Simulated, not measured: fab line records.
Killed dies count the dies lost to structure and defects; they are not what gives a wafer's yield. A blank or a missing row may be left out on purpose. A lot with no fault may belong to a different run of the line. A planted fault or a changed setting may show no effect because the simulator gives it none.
A struck lot beside a sound one ; flow n5_finfet ; 21 out of 1938 route steps
Sound: these wafers, L331.1, L331.2, L331.5. Struck: wafer L344.4. (L344.1, L344.6 of the same lot were not struck and are left out.) The cause comes at the end.
Per side, at each step with rows, come the tool, then ch with its chambers, and then its first start. Under that, the readings that differ: sound wafers ; struck wafers ; difference of the means ; sigmas: that difference in standard deviations of wafers without a fault.
alike: a reading whose means differ by less than 2 such deviations, as well as words and numbers matching on both sides. not compared: withheld readings; readings where some wafer has no value; bounds like >300 that might hide an equal value; numbers whose values overlap and for which the record gives no deviation.
Wherever a step has rows on one side only, a row that says differs or no value, or a row with sigmas, the two part there. Non-overlapping numbers with no deviation appear without sigmas and do not part them. A reading missing from all wafers of one side parts the sides only when that side holds two or more wafers.

first, 9 steps without rows for these wafers: N5_FIN_CUT_COAT_02 (resist thk 30 nm); N5_FIN_CUT_EBR_04; N5_FIN_CUT_SOFTBAKE_03 (time 60 s); N5_FIN_CUT_EXPOSE_05 (exposes mask FIN CUT); N5_FIN_CUT_PEB_06 (peb time 60 s); N5_FIN_CUT_DEVELOP_07 (develop time 30 s); N5_FIN_CUT_DESCUM_13 (chemistry O2, time 7 s); N5_FIN_CUT_ETCH_30 (etches underlayer in N2/H2, target depth 13 nm, time 10.4 s); N5_FIN_CUT_ETCH_20 (etches SiARC in CF4, target depth 26 nm, time 43.3 s).
N5_FIN_CUT_ETCH_21: etches SOC in N2/H2, target depth 219 nm, overetch 43.8 nm, time 523.5 s.
  sound on rie_diel-02 ch 1,2,3, day 2 02:56; struck on rie_diel-02 ch 1, day 5 09:20
reading;sound;struck;difference;sigmas
chamber_pressure_mTorr (mTorr);30.019 30.017 30.036;29.968;-0.056;-2
model.SiARC_of_FIN_CUT_COAT_19.thk_nm (nm);11.6 11.6 11.8;7.8;-3.9;
model.FIN_CUT.cd_offset_nm (nm);-0.4 0 -0.6;2.6;+2.9;
  alike: drypump_motor_current_A, oes_product_au, rf_vpp_V, showerhead_plenum_p_Torr, throttle_valve_pct
  not compared: rf_hours_counter_h
then, 7 steps without rows for these wafers: N5_FIN_CUT_STRIP_23 (strips in N2/H2); N5_FIN_CUT_STRIP_31 (strips in N2/H2); N5_FIN_CUT_STRIP_24 (strips in CF4); N5_FIN_CUT_CUT_ETCH_26 (etches SiNx in CH3F/O2, target depth 39 nm, time 55.7 s); N5_FIN_CUT_CUT_ETCH_27 (etches SiO2 in CHF3/O2, target depth 4 nm, overetch 2 nm, time 4.9 s); N5_FIN_CUT_PRECLEAN_35 (cleans in vHF, time 13.3 s); N5_FIN_CUT_CUT_ETCH_15 (etches Si in HBr/Cl2/O2, target depth 100 nm, bt time 10 s, time 42.4 s).
N5_FIN_CUT_CUT_ETCH_28: etches Si in HBr/Cl2/O2, target depth 6 nm, time 2.4 s.
  sound on rie_si-05 ch 0,3, day 2 03:32; struck on rie_si-05 ch 3, day 5 09:56
reading;sound;struck;difference;sigmas
model.FIN_CUT.cd_offset_nm (nm);0 -0.2 -0.6;2.4;+2.7;
  alike: chamber_pressure_mTorr, drypump_motor_current_A, oes_product_au, throttle_valve_pct
  not compared: rf_hours_counter_h
then, 1 step without rows for these wafers: N5_FIN_CUT_STRIP_22 (strips in N2/H2).
-- the record jumps here: 9 days lie between the struck wafers' starts before and after (it left off in module FIN_CUT and takes up again in module BEOL_M4, whose first step shown is number 1111 of the route) --
N5_BEOL_M4_RC_MEAS_101:
  sound on prober-01 ch 0, day 10 14:47; struck on prober-02 ch 0, day 14 11:07
reading;sound;struck;difference;sigmas
DIBL_P (mV/V);37 42 38;33;-6;-2
VT_P (mV);-246 -243 -246;-254;-9;-2
  alike: DIBL_N, IOFF_N, IOFF_P, ION_N, ION_P, SS_N, SS_P, VT_N
-- a jump in the record: the struck wafers' starts before and after are 5 days apart (it breaks off in module BEOL_M4 and resumes in module PASSIVATION, where the first step shown is number 1936 of the route) --
N5_PASSIVATION_PROBE_49:
  sound on prober-01, day 15 01:04; struck on prober-02, day 19 00:11
  alike: defect_limited_yield, killed_at_M0_to_M3, killed_at_M4_up, killed_at_contacts, killed_at_front_end, killed_at_other, killed_dies, killed_open, killed_short, sort_bin_5_function, sort_bin_6_memory, sort_n_pass, sort_yield_pct

WHERE THEY PART
Last at N5_BEOL_M4_RC_MEAS_101 as far as this record goes, first at N5_FIN_CUT_ETCH_21. Later steps at which nothing parts them and some readings are alike: N5_PASSIVATION_PROBE_49.

WHY: whatever the simulator had introduced
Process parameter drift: rie_diel-02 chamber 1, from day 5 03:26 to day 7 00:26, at N5_FIN_CUT_ETCH_21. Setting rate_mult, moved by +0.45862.
